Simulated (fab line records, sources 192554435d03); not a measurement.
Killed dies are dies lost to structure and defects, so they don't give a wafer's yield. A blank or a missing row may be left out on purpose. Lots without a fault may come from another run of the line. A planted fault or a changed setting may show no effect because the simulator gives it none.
Which tool did it? | flow n5_finfet | 24 lots, 72 wafers sampled, at 3 steps of a route of 1938

WHAT THE GAUGES READ, wafer by wafer
N5_BEOL_M12_OCD_MEAS_35.
lot  | measured     | on     | trench_depth_nm (nm)
L074 | day 10 23:00 | ocd-02 | 321 326 321
L075 | day 11 14:50 | ocd-02 | 315 319 325
L077 | day 11 20:21 | ocd-01 | 317 319 324
L076 | day 12 09:11 | ocd-01 | 324 314 310
L079 | day 12 10:51 | ocd-01 | 323 324 326
L081 | day 12 13:59 | ocd-01 | 321 319 327
L080 | day 12 14:02 | ocd-02 | 327 323 325
L082 | day 13 03:22 | ocd-02 | 326 318 326
L078 | day 13 12:22 | ocd-01 | 324 318 320
L083 | day 13 15:20 | ocd-01 | 326 325 312
L084 | day 13 21:05 | ocd-02 | 315 325 322
L085 | day 14 13:14 | ocd-02 | 325 322 329
L086 | day 14 15:17 | ocd-01 | 324 316 327
L088 | day 15 01:50 | ocd-01 | 321 324 329
L087 | day 15 09:06 | ocd-02 | 325 329 318
L090 | day 15 20:15 | ocd-02 | 321 327 326
L089 | day 16 02:32 | ocd-01 | 325 326 318
L091 | day 16 05:40 | ocd-02 | 316 322 323
L092 | day 16 15:03 | ocd-02 | 324 330 322
L095 | day 16 19:34 | ocd-02 | 323 324 328
L094 | day 16 20:29 | ocd-01 | 331 321 317
L093 | day 16 21:53 | ocd-01 | 327 321 315
L096 | day 17 04:50 | ocd-01 | 328 328 320
L097 | day 17 08:40 | ocd-01 | 325 317 315

N5_BEOL_M13_OVL_MEAS_11.
lot  | measured     | on         | V12_OVL (nm)
L074 | day 11 08:46 | overlay-02 | 0 -1 -4
L075 | day 11 18:31 | overlay-02 | 0 0 -3
L077 | day 12 03:20 | overlay-02 | 1 8 -2
L076 | day 12 13:23 | overlay-01 | 2 0 0
L079 | day 12 17:51 | overlay-01 | -3 11 7
L081 | day 12 18:25 | overlay-02 | 5 -1 -1
L080 | day 12 18:04 | overlay-02 | 9 14 4
L082 | day 13 09:43 | overlay-01 | 3 6 15
L078 | day 13 15:34 | overlay-01 | 1 0 0
L083 | day 13 18:58 | overlay-02 | -3 0 3
L084 | day 14 00:19 | overlay-01 | -10 -4 -1
L085 | day 14 21:28 | overlay-02 | 2 -4 -7
L086 | day 14 21:42 | overlay-02 | 0 7 1
L088 | day 15 05:45 | overlay-01 | -6 6 -5
L087 | day 15 12:56 | overlay-01 | 4 3 4
L090 | day 16 01:58 | overlay-02 | -6 -2 -2
L089 | day 16 07:39 | overlay-02 | -6 -4 -7
L091 | day 16 09:20 | overlay-02 | -3 -3 1
L092 | day 16 17:30 | overlay-02 | -2 5 5
L095 | day 17 02:13 | overlay-01 | 1 5 4
L094 | day 17 02:47 | overlay-02 | 2 4 7
L093 | day 17 05:48 | overlay-02 | 3 2 3
L096 | day 17 12:20 | overlay-01 | 5 14 6
L097 | day 17 13:54 | overlay-01 | 13 13 -4

WHICH TOOL RAN EACH LOT (tool, then ch and the chambers of the sampled wafers, then the start)
lot  | N5_BEOL_M12_DEP_53
L074 | pecvd-01 ch 0,1, day 11 08:02
L075 | pecvd-03 ch 0,2, day 11 17:46
L077 | pecvd-03 ch 0,2, day 12 02:44
L076 | pecvd-01 ch 0,1, day 12 12:39
L079 | pecvd-03 ch 0,1,2, day 12 17:07
L081 | pecvd-01 ch 0,2, day 12 17:48
L080 | pecvd-01 ch 0,2, day 12 17:27
L082 | pecvd-03 ch 1,2, day 13 09:07
L078 | pecvd-04 ch 0,1,2, day 13 14:49
L083 | pecvd-01 ch 0,2, day 13 18:20
L084 | pecvd-03 ch 0,1, day 13 23:34
L085 | pecvd-01 ch 0,1, day 14 20:50
L086 | pecvd-03 ch 0,1,2, day 14 20:58
L088 | pecvd-04 ch 0,1,2, day 15 04:59
L087 | pecvd-03 ch 0,2, day 15 12:15
L090 | pecvd-04 ch 0,1, day 16 01:14
L089 | pecvd-01 ch 1,2, day 16 06:55
L091 | pecvd-04 ch 0,1,2, day 16 08:43
L092 | pecvd-04 ch 0,2, day 16 16:53
L095 | pecvd-04 ch 0,2, day 17 01:35
L094 | pecvd-03 ch 0,1, day 17 02:07
L093 | pecvd-03 ch 1,2, day 17 05:00
L096 | pecvd-04 ch 0,2, day 17 11:40
L097 | pecvd-04 ch 0,2, day 17 13:16
- N5_BEOL_M12_DEP_53: deposits SiCN from 3MS/NH3, target thk 30 nm, time 10.5 s.

WHAT THE TOOLS THEMSELVES READ (means of the sampled wafers that have a number; where no wafer has one, the mark that the record gives instead)
N5_BEOL_M12_DEP_53.
lot  | tool     | showerhead_plenum_p_Torr (Torr) | throttle_valve_pct (%)
L074 | pecvd-01 | 4.193                           | 17.1
L075 | pecvd-03 | 4.149                           | 17.5
L077 | pecvd-03 | 4.157                           | 17.5
L076 | pecvd-01 | 4.188                           | 17.1
L079 | pecvd-03 | 4.133                           | 18.1
L081 | pecvd-01 | 4.192                           | 17.5
L080 | pecvd-01 | 4.176                           | 17.5
L082 | pecvd-03 | 4.129                           | 18.4
L078 | pecvd-04 | 4.173                           | 18.2
L083 | pecvd-01 | 4.187                           | 17.4
L084 | pecvd-03 | 4.138                           | 18.4
L085 | pecvd-01 | 4.195                           | 17.2
L086 | pecvd-03 | 4.142                           | 18.1
L088 | pecvd-04 | 4.178                           | 18.3
L087 | pecvd-03 | 4.161                           | 17.7
L090 | pecvd-04 | 4.178                           | 18.6
L089 | pecvd-01 | 4.176                           | 17.6
L091 | pecvd-04 | 4.176                           | 18.4
L092 | pecvd-04 | 4.174                           | 17.8
L095 | pecvd-04 | 4.174                           | 17.8
L094 | pecvd-03 | 4.127                           | 18.5
L093 | pecvd-03 | 4.144                           | 18.1
L096 | pecvd-04 | 4.183                           | 18.0
L097 | pecvd-04 | 4.174                           | 17.9

THE ANSWER, worked out from the rows above alone
Rule: what is usual is taken from the lots themselves. Put in order of their means at a reading, lots are off if they are a third of the lots or fewer, leave a main group of 4 or more, and stand apart from it by a gap of 3 or more times the standard deviation of the main group's means; of several such gaps the widest counts. A main group whose means are all the same, to the digits that the tables above print for the reading, isn't used. A lot without any number at a reading at which 4 lots or more have one is off too. The other lots that the step has rows for count as sound. The gauges are gone through in route order, then the tools' own readings, and for those a lot's mean is taken as printed above. The first step at which some lot is off is used, and at that step the reading that is off furthest; a lot without a number counts as furthest.
No lot is off at any reading shown: from this, nothing can be told.

WHAT THE SIMULATOR HAD PUT IN
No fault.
